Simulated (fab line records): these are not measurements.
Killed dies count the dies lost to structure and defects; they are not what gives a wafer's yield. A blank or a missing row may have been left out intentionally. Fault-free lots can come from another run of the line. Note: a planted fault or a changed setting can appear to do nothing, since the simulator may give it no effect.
Matching of chambers :: flow n5_finfet :: N5_GATE_CUT_ALD_22 on ald_sin-02: 4 sister chambers
The step deposits SiNx, target thk 16 nm, pulse time 1 s, ald cycles 320. 8 wafers are shown with their chamber, then 7 later ones without.

== WAFERS WITH THEIR CHAMBER ==
wafer: L758.1
chamber: 1
heater_power_w (W): 757
precursor_pulse_height_rel: 0.998

wafer: L758.2
chamber: 2
heater_power_w (W): 832
precursor_pulse_height_rel: 0.993

wafer: L758.6
chamber: 0
heater_power_w (W): 747
precursor_pulse_height_rel: 1.012

wafer: L759.1
chamber: 3
heater_power_w (W): 929
precursor_pulse_height_rel: 0.997

wafer: L759.3
chamber: 0
heater_power_w (W): 787
precursor_pulse_height_rel: 1.040

wafer: L759.4
chamber: 2
heater_power_w (W): 826
precursor_pulse_height_rel: 1.017

wafer: L760.1
chamber: 3
heater_power_w (W): 970
precursor_pulse_height_rel: 0.988

wafer: L760.2
chamber: 1
heater_power_w (W): 746
precursor_pulse_height_rel: 0.989

== WAFERS WHOSE CHAMBER IS MISSING ==
wafer: L760.4
heater_power_w (W): 766
precursor_pulse_height_rel: 1.008

wafer: L763.1
heater_power_w (W): 750
precursor_pulse_height_rel: 1.006

wafer: L763.2
heater_power_w (W): 743
precursor_pulse_height_rel: 0.997

wafer: L763.3
heater_power_w (W): 949
precursor_pulse_height_rel: 1.005

wafer: L773.1
heater_power_w (W): 949
precursor_pulse_height_rel: 0.976

wafer: L773.2
heater_power_w (W): 775
precursor_pulse_height_rel: 1.025

wafer: L773.6
heater_power_w (W): 766
precursor_pulse_height_rel: 0.996

== WHICH CHAMBER EACH ONE RAN IN ==
wafer: L760.4
from the rows above: can't be placed: 1 or 0 or 2
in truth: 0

wafer: L763.1
from the rows above: can't be placed: 1 or 0
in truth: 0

wafer: L763.2
from the rows above: can't be placed: 1 or 0
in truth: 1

wafer: L763.3
from the rows above: 3
in truth: 3

wafer: L773.1
from the rows above: 3
in truth: 3

wafer: L773.2
from the rows above: 0
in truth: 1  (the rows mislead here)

wafer: L773.6
from the rows above: can't be placed: 1 or 0
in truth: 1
Correctly placed: 2 of 7. Cannot be placed on the basis of these rows: 4; the candidates contain the true chamber in 4. Number placed wrongly: 1.
How it was worked out, from the rows above alone: a wafer's distance from a chamber is the root of the sum, over the readings, of the square of ((its reading less the chamber's mean) divided by the reading's scatter). The wafer belongs to the nearest chamber; if the next one is less than 2 further off, it can't be placed. The mean given for a chamber averages the wafers shown for that chamber. The scatter: take each reading less its chamber's mean, square it, sum over the shown wafers, divide by the number of wafers less the number of chambers, and take the root.
